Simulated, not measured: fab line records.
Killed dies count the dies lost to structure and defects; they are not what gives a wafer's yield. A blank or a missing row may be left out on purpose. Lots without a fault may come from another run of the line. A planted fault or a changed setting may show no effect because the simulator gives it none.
Matching of chambers + flow n5-finfet + N5_DUMMY_GATE_ETCH_44 on rie-si-04 has 4 sister chambers
The step etches poly-Si in HBr/O2, stops on SiO2, target depth 127.5 nm. 8 wafers are shown with their chamber, then 10 later ones without.

## WAFERS PAIRED WITH THEIR CHAMBERS
| wafer  | chamber | throttle-valve-pct (%) | drypump-motor-current-A (A) |
|--------|---------|------------------------|-----------------------------|
| L077.1 | 2       | 18.46                  | 6.1                         |
| L081.4 | 2       | 18.45                  | 6.1                         |
| L087.3 | 0       | 18.90                  | 5.8                         |
| L090.1 | 0       | 18.89                  | 5.7                         |
| L090.2 | 1       | 18.13                  | 6.1                         |
| L090.3 | 3       | 18.49                  | 5.5                         |
| L092.1 | 1       | 18.12                  | 6.1                         |
| L092.2 | 3       | 18.51                  | 5.5                         |

## WAFERS WITHOUT THEIR CHAMBER
| wafer  | throttle-valve-pct (%) | drypump-motor-current-A (A) |
|--------|------------------------|-----------------------------|
| L092.3 | 18.46                  | 6.1                         |
| L093.3 | 18.89                  | 5.7                         |
| L093.4 | 18.46                  | 6.1                         |
| L093.6 | 18.44                  | 6.0                         |
| L094.1 | 18.50                  | 5.5                         |
| L094.4 | 18.12                  | 6.1                         |
| L094.6 | 18.88                  | 5.8                         |
| L095.2 | 18.44                  | 6.1                         |
| L095.3 | 18.12                  | 6.1                         |
| L095.6 | 18.91                  | 5.8                         |

## WHICH CHAMBER EACH WENT THROUGH
| wafer  | from the rows above | in truth |
|--------|---------------------|----------|
| L092.3 | 2                   | 2        |
| L093.3 | 0                   | 0        |
| L093.4 | 2                   | 2        |
| L093.6 | 2                   | 2        |
| L094.1 | 3                   | 3        |
| L094.4 | 1                   | 1        |
| L094.6 | 0                   | 0        |
| L095.2 | 2                   | 2        |
| L095.3 | 1                   | 1        |
| L095.6 | 0                   | 0        |
Placed correctly: 10 of 10. Not placeable from these rows: 0. Wrongly placed: 0.
How it was worked out, from the rows above alone: a wafer's distance from a chamber is the root of the sum, over the readings, of the square of ((its reading less the chamber's mean) divided by the reading's scatter). The wafer belongs to the nearest chamber; if the next one is less than 2 further off, it can't be placed. Each chamber's mean is taken over the wafers shown for it. The scatter: the root of (the sum of the squares of (reading less its chamber's mean) over the shown wafers, divided by (wafers less chambers)).
